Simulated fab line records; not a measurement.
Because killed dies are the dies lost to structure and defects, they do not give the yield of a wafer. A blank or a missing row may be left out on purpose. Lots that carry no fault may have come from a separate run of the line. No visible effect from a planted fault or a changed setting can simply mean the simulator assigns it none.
fab line records	flow n5_finfet
record: lots: 6	wafers: 18	last_day: 17
route steps=1938 shown BEOL_M15@1782 PASSIVATION@1936
lots that met no fault: taken from a fault-free run of the same line
start_h: start of the lot's first displayed wafer, in hours after the record's first day	wait_h: hours from the lot's prior step to this one	" as in the row above	L1.1+2: a row that stands for several wafers	- no value, or no start given	* or withheld: withheld	< > ~ a bound
route shown NAME@n: names a module that has steps shown in the file, with the first one's number in the route	usual: average and standard deviation across the fault-free wafers	same: alike in all rows	chamber/n: place in a boat	sites: each site's reading	_std_site: standard deviation of those values	_edge_site: mean of outer sites minus mean of inner sites	radius_mm: how far each site lies from the wafer's centre	mask NAME#n: copy n	behind: the last tool/chamber to shape the wafer	hold: the reason the lot was held/the length of the hold in hours/how it ended	device: whichever transistor did not switch (one of n, p or np)	end of line: the same wafers' tests at the end of the route	step lacking rows: just its recipe	killed: count of dies lost to structure and defects at first sort (not the wafer's yield)	map: per-die view of a wafer (x killed, . not killed, _ where there is no die)
set.NAME: the setting the step ran with; set.NAME@STEP: the setting that earlier step ran with	model.NAME: the simulator's own value behind a step, which no gauge read
lots at some steps of the route; a table a step, a row a wafer
services: a tool's chamber out of use, with start hour (start_h, from the record's first day; less than 0 if before it), hours out, and reason
== steps ==
step: N5_BEOL_M15_HARDBAKE_14
recipe: temp_c: 130	time_s: 120
step: N5_BEOL_M15_CD_MEAS_10
recipe: target_cd_nm: 360	landing_energy_ev: 500	detector: se_inlens	polarity: opening
usual: cd_nm: 361.5/1.8
same: landing_energy_ev: 500
lot.wafer	tool	chamber	start_h	wait_h	cd_nm
L476.1	cd_sem-01	0	284.57	-	359.6
L476.2	"	0	"	"	361.3
L476.4	"	0	"	"	362.6
L479.1	cd_sem-03	0	305.35	-	361.8
L479.3	"	0	"	"	359.7
L479.6	"	0	"	"	363.8
L484.1	cd_sem-02	0	343.74	-	359.9
L484.3	"	0	"	"	361.7
L484.5	"	0	"	"	359.3
L489.2	cd_sem-02	0	373.61	-	364.2
L489.3	"	0	"	"	365.3
L489.6	"	0	"	"	364.5
L492.1	cd_sem-02	0	387.25	-	363.0
L492.5	"	0	"	"	365.9
L492.6	"	0	"	"	359.9
L494.1	cd_sem-02	0	391.44	-	361.3
L494.5	"	0	"	"	359.5
L494.6	"	0	"	"	362.5
step: N5_BEOL_M15_OVL_MEAS_11
recipe: points_per_wafer: 44
usual: V14_OVL: 6/5.3
lot.wafer	tool	chamber	start_h	wait_h	V14_OVL[nm]
L476.1	overlay-02	0	284.60	0.0	0
L476.2	"	0	"	"	3
L476.4	"	0	"	"	5
L479.1	overlay-02	0	305.38	0.0	7
L479.3	"	0	"	"	2
L479.6	"	0	"	"	11
L484.1	overlay-02	0	343.77	0.0	0
L484.3	"	0	"	"	-7
L484.5	"	0	"	"	1
L489.2	overlay-02	0	373.64	0.0	7
L489.3	"	0	"	"	3
L489.6	"	0	"	"	10
L492.1	overlay-01	0	387.28	0.0	10
L492.5	"	0	"	"	11
L492.6	"	0	"	"	11
L494.1	overlay-01	0	391.47	0.0	-2
L494.5	"	0	"	"	-7
L494.6	"	0	"	"	-5
step: N5_BEOL_M15_INSPECT_12
recipe: mode: adi	inspect_instrument: macro
usual: raw_defect_count: 1.8/1.3
lot.wafer	tool	chamber	start_h	wait_h	raw_defect_count
L476.1	defect_inspect-02	-	284.62	0.0	3
L476.2	"	-	"	"	2
L476.4	"	-	"	"	2
L479.1	defect_inspect-02	-	305.40	0.0	2
L479.3	"	-	"	"	1
L479.6	"	-	"	"	0
L484.1	defect_inspect-01	-	343.80	0.0	2
L484.3	"	-	"	"	3
L484.5	"	-	"	"	0
L489.2	defect_inspect-01	-	373.66	0.0	2
L489.3	"	-	"	"	0
L489.6	"	-	"	"	1
L492.1	defect_inspect-01	-	387.30	0.0	2
L492.5	"	-	"	"	3
L492.6	"	-	"	"	3
L494.1	defect_inspect-02	-	391.49	0.0	2
L494.5	"	-	"	"	2
L494.6	"	-	"	"	1
step: N5_BEOL_M15_DESCUM_15
recipe: chemistry: O2	time_s: 7.9	source_power_w: 50	bias_power_w: 20	pressure_mtorr: 20	rf_frequency_hz: 2.712e+07	temp_c: 40	o2_flow_sccm: 225
usual: drypump_motor_current_A: 5.8/0.41	oes_product_au: 0.77/0.082	rf_vpp_V: 242.7/1.3	showerhead_plenum_p_Torr: 2.06/0.051	throttle_valve_pct: 20.49/0.24
lot.wafer	tool	chamber	start_h	wait_h	drypump_motor_current_A	oes_product_au	rf_hours_counter_h	rf_vpp_V	showerhead_plenum_p_Torr	throttle_valve_pct
L476.1	rie_diel-02	2	284.73	0.1	6.0	0.69	199	242.4	2.15	20.63
L476.2	"	0	"	"	5.0	0.83	76	242.8	2.02	20.37
L476.4	"	0	"	"	5.0	0.83	-	240.8	2.02	20.37
L479.1	rie_diel-01	2	305.70	0.3	5.9	0.74	199	244.1	2.09	20.63
L479.3	"	1	"	"	5.4	0.72	211	241.6	1.96	20.16
L479.6	"	1	"	"	5.5	0.71	-	241.4	1.97	20.17
L484.1	rie_diel-06	0	343.83	0.0	5.6	0.86	39	241.1	2.06	20.67
L484.3	"	3	"	"	5.2	0.69	247	245.6	2.14	20.71
L484.5	"	2	"	"	6.2	0.69	-	243.7	2.07	20.94
L489.2	rie_diel-01	2	373.70	0.0	5.9	0.73	222	241.4	2.09	20.65
L489.3	"	0	"	"	6.3	0.83	72	241.6	2.03	20.12
L489.6	"	1	"	"	5.4	0.70	-	241.1	1.96	20.20
L492.1	rie_diel-01	0	387.63	0.3	6.3	0.83	75	241.4	2.03	20.14
L492.5	"	3	"	"	6.2	0.71	-	241.6	2.01	20.56
L492.6	"	2	"	"	5.9	0.73	-	241.5	2.09	20.67
L494.1	rie_diel-01	2	391.53	0.0	5.8	0.72	228	243.4	2.08	20.67
L494.5	"	3	"	"	6.3	0.71	-	241.4	2.00	20.58
L494.6	"	0	"	"	6.3	0.83	-	242.8	2.03	20.12
step: N5_BEOL_M15_ETCH_59
recipe: chemistry: N2/H2	target: BARC	target_depth_a: 890	overetch_a: 267	time_s: 67.9	ion_energy_ev: 200	pressure_mtorr: 30	source_w: 840	bias_w: 150	n2_flow_sccm: 200	h2_flow_sccm: 200
usual: bias_w: 150.0/0.46	drypump_motor_current_A: 5.8/0.41	oes_product_au: 0.66/0.064	rf_vpp_V: 522.8/1.9	showerhead_plenum_p_Torr: 2.50/0.065	throttle_valve_pct: 17.94/0.27
lot.wafer	tool	chamber	start_h	wait_h	bias_w	drypump_motor_current_A	oes_product_au	rf_hours_counter_h	rf_vpp_V	showerhead_plenum_p_Torr	throttle_valve_pct
L476.1	rie_diel-02	2	284.76	0.0	150.4	6.0	0.60	199	526.7	2.62	18.13
L476.2	"	0	"	"	149.8	5.0	0.70	76	522.8	2.46	17.81
L476.4	"	0	"	"	150.2	5.0	0.70	-	522.3	2.46	17.80
L479.1	rie_diel-01	2	305.74	0.0	150.8	5.9	0.64	199	523.8	2.54	18.20
L479.3	"	1	"	"	149.9	5.4	0.61	211	520.9	2.40	17.67
L479.6	"	1	"	"	149.1	5.4	0.61	-	519.0	2.40	17.67
L484.1	rie_diel-06	0	343.87	0.0	149.9	5.6	0.74	39	523.5	2.47	17.77
L484.3	"	3	"	"	149.7	5.3	0.59	247	525.6	2.61	18.23
L484.5	"	2	"	"	150.0	6.2	0.58	-	522.5	2.49	18.23
L489.2	rie_diel-01	2	373.73	0.0	149.5	5.9	0.63	222	521.8	2.53	18.23
L489.3	"	0	"	"	150.4	6.4	0.72	72	522.2	2.45	17.47
L489.6	"	1	"	"	150.5	5.4	0.61	-	519.0	2.40	17.70
L492.1	rie_diel-01	0	387.66	0.0	149.8	6.4	0.71	75	523.0	2.45	17.47
L492.5	"	3	"	"	150.0	6.2	0.61	-	522.2	2.41	17.84
L492.6	"	2	"	"	150.0	5.9	0.62	-	525.2	2.53	18.25
L494.1	rie_diel-01	2	391.56	0.0	150.3	5.9	0.61	228	523.8	2.53	18.25
L494.5	"	3	"	"	150.3	6.2	0.61	-	521.6	2.41	17.85
L494.6	"	0	"	"	150.0	6.3	0.71	-	519.7	2.45	17.49
step: N5_BEOL_M15_VIA_ETCH_16
recipe: chemistry: C4F8/O2/Ar	target: SiO2	he_inner_torr: 15	he_outer_torr: 30	target_depth_a: 17922	time_s: withheld	ion_energy_ev: 800	pressure_mtorr: 20	source_w: 1905	bias_w: 2040	Ar_flow_sccm: 400	C4F8_flow_sccm: 16	O2_flow_sccm: 12	ends: cleared
usual: C4F8_flow_sccm: 16.00/0.049	bias_w: 2040/5.8	drypump_motor_current_A: 5.8/0.41	he_outer_torr: 30.01/0.057	oes_product_au: 0.69/0.072	rf_vpp_V: 2227/30	showerhead_plenum_p_Torr: 3.38/0.07	throttle_valve_pct: 30.9/0.34
lot.wafer	tool	chamber	start_h	wait_h	C4F8_flow_sccm	bias_w	drypump_motor_current_A	he_outer_torr	oes_product_au	rf_vpp_V	showerhead_plenum_p_Torr	throttle_valve_pct
L476.1	rie_diel-02	2	284.81	0.0	16.01	2044	6.0	30.01	0.62	2224	3.52	30.9
L476.2	"	0	"	"	15.93	2038	5.0	30.03	0.75	2237	3.34	30.9
L476.4	"	0	"	"	15.97	2046	5.0	30.04	0.75	2238	3.34	30.9
L479.1	rie_diel-01	2	305.79	0.0	15.97	2042	5.8	29.96	0.66	2226	3.41	30.9
L479.3	"	1	"	"	16.01	2048	5.5	30.05	0.65	2167	3.30	30.8
L479.6	"	1	"	"	15.99	2035	5.4	30.03	0.65	2166	3.29	30.8
L484.1	rie_diel-06	0	343.92	0.0	15.98	2040	5.6	29.90	0.77	2209	3.39	31.3
L484.3	"	3	"	"	15.94	2046	5.3	29.96	0.63	2196	3.54	31.3
L484.5	"	2	"	"	15.98	2039	6.2	30.04	0.62	2221	3.42	31.5
L489.2	rie_diel-01	2	373.78	0.0	16.03	2053	5.9	29.97	0.65	2225	3.40	30.9
L489.3	"	0	"	"	16.08	2026	6.3	30.00	0.76	2215	3.33	30.5
L489.6	"	1	"	"	15.99	2038	5.5	29.95	0.64	2167	3.29	30.8
L492.1	rie_diel-01	0	387.71	0.0	16.06	2027	6.3	30.15	0.76	2215	3.33	30.5
L492.5	"	3	"	"	15.87	2046	6.2	29.99	0.65	2283	3.30	31.0
L492.6	"	2	"	"	16.04	2037	5.8	29.94	0.64	2225	3.40	30.9
L494.1	rie_diel-01	2	391.61	0.0	16.02	2046	5.9	30.06	0.65	2225	3.40	30.9
L494.5	"	3	"	"	16.01	2041	6.2	30.01	0.64	2282	3.30	31.0
L494.6	"	0	"	"	16.07	2033	6.3	29.97	0.75	2215	3.33	30.5
step: N5_BEOL_M15_STRIP_63
recipe: chemistry: O2	power_w: 600	temp_c: 60	pressure_mtorr: 30	rf_frequency_hz: 6e+07	bias_power_w: 0	overash_fraction: 0.3	o2_flow_sccm: 225
usual: drypump_motor_current_A: 5.8/0.41	oes_product_au: 0.77/0.082	rf_vpp_V: 3.6/0.69	showerhead_plenum_p_Torr: 2.06/0.052	throttle_valve_pct: 16.74/0.23
lot.wafer	tool	chamber	start_h	wait_h	drypump_motor_current_A	oes_product_au	rf_hours_counter_h	rf_vpp_V	showerhead_plenum_p_Torr	throttle_valve_pct
L476.1	rie_diel-02	2	-	-	6.0	0.70	200	4.7	2.15	16.95
L476.2	"	0	"	"	5.0	0.84	76	3.4	2.03	16.58
L476.4	"	0	"	"	5.0	0.84	-	3.3	2.03	16.60
L479.1	rie_diel-01	2	-	-	5.9	0.75	200	3.3	2.10	16.89
L479.3	"	1	"	"	5.4	0.71	212	3.6	1.97	16.50
L479.6	"	1	"	"	5.4	0.70	-	2.7	1.97	16.53
L484.1	rie_diel-06	0	-	-	5.6	0.85	39	3.9	2.07	16.84
L484.3	"	3	"	"	5.2	0.70	248	3.7	2.15	16.99
L484.5	"	2	"	"	6.2	0.68	-	3.7	2.08	17.16
L489.2	rie_diel-01	2	-	-	5.9	0.73	223	4.4	2.09	16.94
L489.3	"	0	"	"	6.3	0.84	72	3.2	2.03	16.35
L489.6	"	1	"	"	5.4	0.69	-	4.8	1.96	16.55
L492.1	rie_diel-01	0	-	-	6.3	0.84	75	3.8	2.03	16.40
L492.5	"	3	"	"	6.2	0.71	-	3.1	2.01	16.84
L492.6	"	2	"	"	5.9	0.73	-	3.3	2.09	16.94
L494.1	rie_diel-01	2	-	-	5.9	0.72	228	3.1	2.09	16.92
L494.5	"	3	"	"	6.2	0.72	-	4.0	2.01	16.80
L494.6	"	0	"	"	6.3	0.83	-	3.9	2.03	16.38
step: N5_BEOL_M15_STRIP_64
recipe: chemistry: O2	power_w: 600	temp_c: 60	pressure_mtorr: 30	rf_frequency_hz: 6e+07	bias_power_w: 0	overash_fraction: 0.3	o2_flow_sccm: 225
usual: drypump_motor_current_A: 5.8/0.41	oes_product_au: 0.77/0.081	rf_vpp_V: 3.7/0.44	showerhead_plenum_p_Torr: 2.06/0.052	throttle_valve_pct: 16.74/0.23
lot.wafer	tool	chamber	start_h	wait_h	drypump_motor_current_A	oes_product_au	rf_hours_counter_h	rf_vpp_V	showerhead_plenum_p_Torr	throttle_valve_pct
L476.1	rie_diel-02	2	-	-	6.0	0.70	200	3.5	2.15	16.94
L476.2	"	0	"	"	5.0	0.83	77	3.3	2.03	16.60
L476.4	"	0	"	"	5.0	0.83	-	3.2	2.03	16.59
L479.1	rie_diel-01	2	-	-	5.8	0.75	200	4.0	2.10	16.88
L479.3	"	1	"	"	5.4	0.71	212	3.7	1.97	16.51
L479.6	"	1	"	"	5.4	0.72	-	3.6	1.97	16.51
L484.1	rie_diel-06	0	-	-	5.6	0.87	39	3.5	2.07	16.83
L484.3	"	3	"	"	5.2	0.69	248	3.3	2.14	16.97
L484.5	"	2	"	"	6.2	0.69	-	4.2	2.08	17.17
L489.2	rie_diel-01	2	-	-	5.9	0.72	223	4.0	2.09	16.93
L489.3	"	0	"	"	6.3	0.84	72	3.0	2.04	16.39
L489.6	"	1	"	"	5.4	0.70	-	3.1	1.96	16.53
L492.1	rie_diel-01	0	-	-	6.3	0.84	75	4.0	2.03	16.38
L492.5	"	3	"	"	6.2	0.71	-	3.8	2.01	16.82
L492.6	"	2	"	"	5.9	0.72	-	3.6	2.09	16.95
L494.1	rie_diel-01	2	-	-	5.8	0.72	228	4.4	2.09	16.94
L494.5	"	3	"	"	6.2	0.71	-	3.4	2.01	16.83
L494.6	"	0	"	"	6.3	0.83	-	4.1	2.03	16.38
step: N5_BEOL_M15_STRIP_65
recipe: chemistry: post_etch_residue_remover	time_s: 60	temp_c: 25	remover_ph: withheld	remover_water_wt_pct: withheld	remover_fluoride_wt_pct: withheld
step: N5_BEOL_M15_SRD_66
recipe: time_s: 30	temp_c: 23	rinse_liquid: diw	dry: n2_spin	spin_rpm: 1500	dry_time_s: 30
step: N5_BEOL_M15_CD_MEAS_17
recipe: target_cd_nm: 360	polarity: opening
usual: cd_nm: 362.7/2.3
lot.wafer	tool	chamber	start_h	wait_h	cd_nm
L476.1	cd_sem-03	-	285.22	0.0	360.2
L476.2	"	-	"	"	364.1
L476.4	"	-	"	"	365.5
L479.1	cd_sem-02	-	306.20	0.0	362.8
L479.3	"	-	"	"	361.7
L479.6	"	-	"	"	364.4
L484.1	cd_sem-03	-	344.33	0.0	362.0
L484.3	"	-	"	"	361.6
L484.5	"	-	"	"	359.7
L489.2	cd_sem-03	-	374.20	0.0	365.9
L489.3	"	-	"	"	367.3
L489.6	"	-	"	"	365.6
L492.1	cd_sem-01	-	388.12	0.0	364.3
L492.5	"	-	"	"	365.4
L492.6	"	-	"	"	362.1
L494.1	cd_sem-03	-	392.02	0.0	361.8
L494.5	"	-	"	"	358.4
L494.6	"	-	"	"	364.7
step: N5_BEOL_M15_COAT_56
recipe: resist: SOC	temp_c: 250	time_s: 60	spin_rpm: 1500	resist_thk_nm: 550
usual: spin_speed_rpm: 1500.1/0.92
lot.wafer	tool	chamber	start_h	wait_h	spin_speed_rpm	model.SOC_of_BEOL_M15_COAT_56.thk_nm
L476.1	litho_track-05	0	285.26	0.0	1499.9	548.8
L476.2	"	0	"	"	1500.1	549.2
L476.4	"	0	"	"	1499.9	547.6
L479.1	litho_track-04	0	306.23	0.0	1500.5	552.2
L479.3	"	0	"	"	1499.7	550.2
L479.6	"	0	"	"	1500.9	553.8
L484.1	litho_track-04	0	344.36	0.0	1499.9	549.2
L484.3	"	0	"	"	1500.6	548.8
L484.5	"	0	"	"	1499.2	549.6
L489.2	litho_track-04	0	374.24	0.0	1297.1	594
L489.3	"	0	"	"	1298.0	593.2
L489.6	"	0	"	"	1297.2	593.2
L492.1	litho_track-04	0	388.16	0.0	1296.0	594.2
L492.5	"	0	"	"	1297.1	594.4
L492.6	"	0	"	"	1297.9	593.4
L494.1	litho_track-02	0	392.06	0.0	1500.4	549.4
L494.5	"	0	"	"	1499.7	548.4
L494.6	"	0	"	"	1499.2	548
step: N5_BEOL_M15_ETCH_57
recipe: chemistry: N2/H2	target: SOC	source_w: 3000	bias_w: 350	time_s: 750	ion_energy_ev: 200	pressure_mtorr: 30	n2_flow_sccm: 200	h2_flow_sccm: 200
step: N5_PASSIVATION_PROBE_49
usual: defect_limited_yield: 91.2/1.5	killed_at_M0_to_M3: 34/11	killed_at_M4_up: 14/5.4	killed_at_contacts: 12/5.9	killed_at_front_end: 40/12	killed_at_other: 4/3.3	killed_dies: 103/18	killed_open: 68/13	killed_short: 34/7.5	sort_bin_5_function: 5.1/1	sort_bin_6_memory: 3.3/0.7	sort_bin_8_speed: 0.03/0.27	sort_n_pass: 1076/18	sort_yield_pct: 91.2/1.5
same: gross_dies: 1180	killed_at_back_side: 0	sort_bin_4_leakage[%]: 0
lot.wafer	tool	chamber	start_h	wait_h	defect_limited_yield[%]	killed_at_M0_to_M3	killed_at_M4_up	killed_at_contacts	killed_at_front_end	killed_at_other	killed_dies	killed_open	killed_short	sort_bin_5_function[%]	sort_bin_6_memory[%]	sort_bin_8_speed[%]	sort_n_pass	sort_yield_pct[%]
L476.1	prober-02	-	311.03	0.0	92.1	41	5	6	40	1	93	57	35	4.6	3.1	0	1087	92.1
L476.2	prober-02	-	311.08	0.1	90.8	33	18	9	45	3	108	69	38	5.3	3.3	0	1072	90.8
L476.4	prober-02	-	311.18	0.2	91.7	26	6	7	53	6	98	70	26	5.6	2.6	0	1082	91.7
L479.1	prober-01	-	334.21	0.0	90.3	33	20	5	52	4	114	76	34	6.3	3.0	0	1066	90.3
L479.3	prober-01	-	334.31	0.1	92.0	21	17	5	51	0	94	62	31	4.5	3.0	0	1086	92.0
L479.6	prober-01	-	334.46	0.3	93.1	11	8	7	54	2	82	53	27	3.5	3.5	0.08	1097	93.0
L484.1	prober-02	-	361.46	0.0	92.0	40	14	3	31	6	94	57	37	4.9	2.8	0	1086	92.0
L484.3	prober-02	-	361.56	0.1	91.3	37	22	12	26	6	103	65	38	5.8	2.7	0	1077	91.3
L484.5	prober-02	-	361.66	0.2	91.6	35	19	8	35	2	99	61	38	5.2	3.0	0	1081	91.6
L489.2	prober-01	-	398.43	2.1	91.9	29	12	12	40	2	95	68	27	4.4	3.2	0	1085	91.9
L489.3	prober-01	-	398.48	2.2	88.6	48	10	10	60	7	135	95	40	6.2	4.8	0	1045	88.6
L489.6	prober-01	-	398.63	2.3	92.9	27	10	10	37	0	84	59	25	4.1	2.9	0	1096	92.9
L492.1	prober-01	-	416.63	0.3	93.7	22	3	12	34	3	74	55	18	3.5	2.5	0	1106	93.7
L492.5	prober-01	-	416.83	0.5	91.1	31	2	21	47	4	105	67	37	5.3	3.4	0	1075	91.1
L492.6	prober-01	-	416.88	0.6	89.2	40	13	23	49	3	128	85	40	7.0	3.4	0	1052	89.2
killed by level:class
L476.1 FIN_SAQP:geometric_particle:open=13 BEOL_M1:geometric_particle:open=10 BEOL_M0_SAQP:geometric_particle:short=9 FIN_SAQP:geometric_particle:short=7 BEOL_M0_SAQP:geometric_particle:open=6 BEOL_M3:geometric_particle:open=5 GATE_CUT:geometric_particle:short=4 BEOL_M2:geometric_particle:open=4
L476.2 FIN_SAQP:geometric_particle:open=16 GATE_CUT:geometric_particle:short=10 BEOL_M4:geometric_particle:open=10 MOL_CONTACT_COAG:geometric_particle:open=7 BEOL_M0_SAQP:geometric_particle:open=7 BEOL_M3:geometric_particle:open=7 BEOL_M0_SAQP:geometric_particle:short=6 BEOL_M0:geometric_particle:open=5
L476.4 FIN_SAQP:geometric_particle:open=9 STI_FIN_REVEAL:geometric_particle:open=8 DUMMY_GATE:geometric_particle:open=8 BEOL_M3:geometric_particle:open=7 BEOL_M0_SAQP:geometric_particle:open=6 MOL_CONTACT_COAG:geometric_particle:open=5 BEOL_M4:geometric_particle:open=5 SPACER0:geometric_particle:short=4
L479.1 FIN_SAQP:geometric_particle:open=15 FIN_SAQP:geometric_particle:short=13 BEOL_M3:geometric_particle:open=11 BEOL_M4:geometric_particle:open=11 BEOL_M0_SAQP:geometric_particle:open=10 STI_FIN_REVEAL:geometric_particle:open=7 BEOL_M0_SAQP:geometric_particle:short=5 ILD0:geometric_particle:open=4
L479.3 FIN_SAQP:geometric_particle:open=17 STI_FIN_REVEAL:geometric_particle:open=10 BEOL_M0_SAQP:geometric_particle:short=8 FIN_SAQP:geometric_particle:short=6 BEOL_M2:geometric_particle:open=6 MOL_CONTACT_COAG:geometric_particle:open=5 BEOL_M5:geometric_particle:open=5 BEOL_M4:geometric_particle:open=4
L479.6 FIN_SAQP:geometric_particle:open=18 FIN_SAQP:geometric_particle:short=12 STI_FIN_REVEAL:geometric_particle:open=6 GATE_CUT:geometric_particle:short=6 MOL_CONTACT_COAG:geometric_particle:open=6 BEOL_M0:geometric_particle:open=4 GATE_CUT:geometric_particle:open=3 BEOL_M3:geometric_particle:open=3
L484.1 BEOL_M3:geometric_particle:open=11 BEOL_M4:geometric_particle:open=9 FIN_SAQP:geometric_particle:short=8 BEOL_M0_SAQP:geometric_particle:short=8 STI_FIN_REVEAL:geometric_particle:open=7 STARTING-WAFER:geometric_particle:short=5 BEOL_M0:geometric_particle:open=5 BEOL_M1:geometric_particle:open=5
L484.3 BEOL_M4:geometric_particle:open=13 MOL_CONTACT_COAG:geometric_particle:open=9 BEOL_M3:geometric_particle:open=9 FIN_SAQP:geometric_particle:short=7 BEOL_M0_SAQP:geometric_particle:short=7 BEOL_M2:geometric_particle:open=5 BEOL_M5:geometric_particle:open=5 BEOL_M0_SAQP:geometric_particle:open=4
L484.5 BEOL_M0_SAQP:geometric_particle:short=11 BEOL_M4:geometric_particle:open=10 BEOL_M1:geometric_particle:open=8 FIN_SAQP:geometric_particle:short=7 BEOL_M0_SAQP:geometric_particle:open=5 FIN_SAQP:geometric_particle:open=5 GATE_CUT:geometric_particle:short=5 MOL_CONTACT_COAG:geometric_particle:open=5
L489.2 BEOL_M2:geometric_particle:open=11 MOL_CONTACT_COAG:geometric_particle:open=10 STI_FIN_REVEAL:geometric_particle:open=8 DUMMY_GATE:geometric_particle:open=8 FIN_SAQP:geometric_particle:open=5 BEOL_M7:geometric_particle:open=5 FIN_SAQP:geometric_particle:short=4 GATE_CUT:geometric_particle:short=4
L489.3 FIN_SAQP:geometric_particle:short=17 FIN_SAQP:geometric_particle:open=13 BEOL_M0_SAQP:geometric_particle:open=13 BEOL_M2:geometric_particle:open=11 MOL_CONTACT_COAG:geometric_particle:open=10 BEOL_M1:geometric_particle:open=10 STI_FIN_REVEAL:geometric_particle:open=9 DUMMY_GATE:geometric_particle:open=9
L489.6 BEOL_M1:geometric_particle:open=9 DUMMY_GATE:geometric_particle:open=9 MOL_CONTACT_COAG:geometric_particle:open=8 FIN_SAQP:geometric_particle:open=6 FIN_SAQP:geometric_particle:short=5 STI_FIN_REVEAL:geometric_particle:open=5 BEOL_M0_SAQP:geometric_particle:short=4 BEOL_M0:geometric_particle:open=4
L492.1 MOL_CONTACT_COAG:geometric_particle:open=11 STI_FIN_REVEAL:geometric_particle:open=9 DUMMY_GATE:geometric_particle:open=6 FIN_SAQP:geometric_particle:open=5 BEOL_M2:geometric_particle:open=5 BEOL_M3:geometric_particle:open=4 BEOL_M0_SAQP:geometric_particle:short=3 FIN_SAQP:geometric_particle:short=2
L492.5 MOL_CONTACT_COAG:geometric_particle:open=20 STI_FIN_REVEAL:geometric_particle:open=14 BEOL_M0_SAQP:geometric_particle:short=13 FIN_SAQP:geometric_particle:short=8 BEOL_M0_SAQP:geometric_particle:open=8 BEOL_M2:geometric_particle:open=6 STI_FIN_REVEAL:geometric_particle:short=4 DUMMY_GATE:geometric_particle:short=4
L492.6 MOL_CONTACT_COAG:geometric_particle:open=20 DUMMY_GATE:geometric_particle:open=12 BEOL_M0_SAQP:geometric_particle:open=10 FIN_SAQP:geometric_particle:short=8 BEOL_M2:geometric_particle:open=8 FIN_SAQP:geometric_particle:open=5 STI_FIN_REVEAL:geometric_particle:open=5 BEOL_M0_SAQP:geometric_particle:short=5
== services ==
tool	chamber	start_h	hours	kind
rie_diel-06	-	291.33	15.6	pm
rie_diel-02	3	315.13	4.7	repair
rie_diel-02	0	339.01	2.1	repair
rie_diel-01	1	348.30	14.7	repair
rie_diel-06	3	351.85	-	clean
rie_diel-06	3	351.85	-	consumable_replace:focus_ring
rie_diel-06	3	351.85	14.5	scheduled_down
rie_diel-06	3	351.85	14.5	vent_cycle
litho_track-04	-	360.22	-	consumable_replace:filter
rie_diel-02	0	361.56	5.1	repair
rie_diel-01	-	368.32	1.0	repair
rie_diel-06	2	391.22	-	clean
rie_diel-06	2	391.22	-	consumable_replace:focus_ring
== key ==
first_sign: step: N5_BEOL_M15_COAT_56	reading: spin_speed_rpm	direction: down	sigmas: 99+	usual: *	struck: *
effect none on later readings
model_effect: step: N5_BEOL_M15_COAT_56	value: SOC_of_BEOL_M15_COAT_56.thk_nm	without: 552.1	struck: 593.7
met_at N5_BEOL_M15_COAT_56
struck_wafers L489.2,L489.3,L489.6,L492.1,L492.5,L492.6
onset_between 344.36 374.24
fault: kind: process_parameter_drift	tool: litho_track-04	chamber: -	onset_h: 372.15	steps: N5_BEOL_M15_COAT_56	channel: spin_rpm	offset: *	shape: step	end_h: 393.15	acts_in: *	stated: *
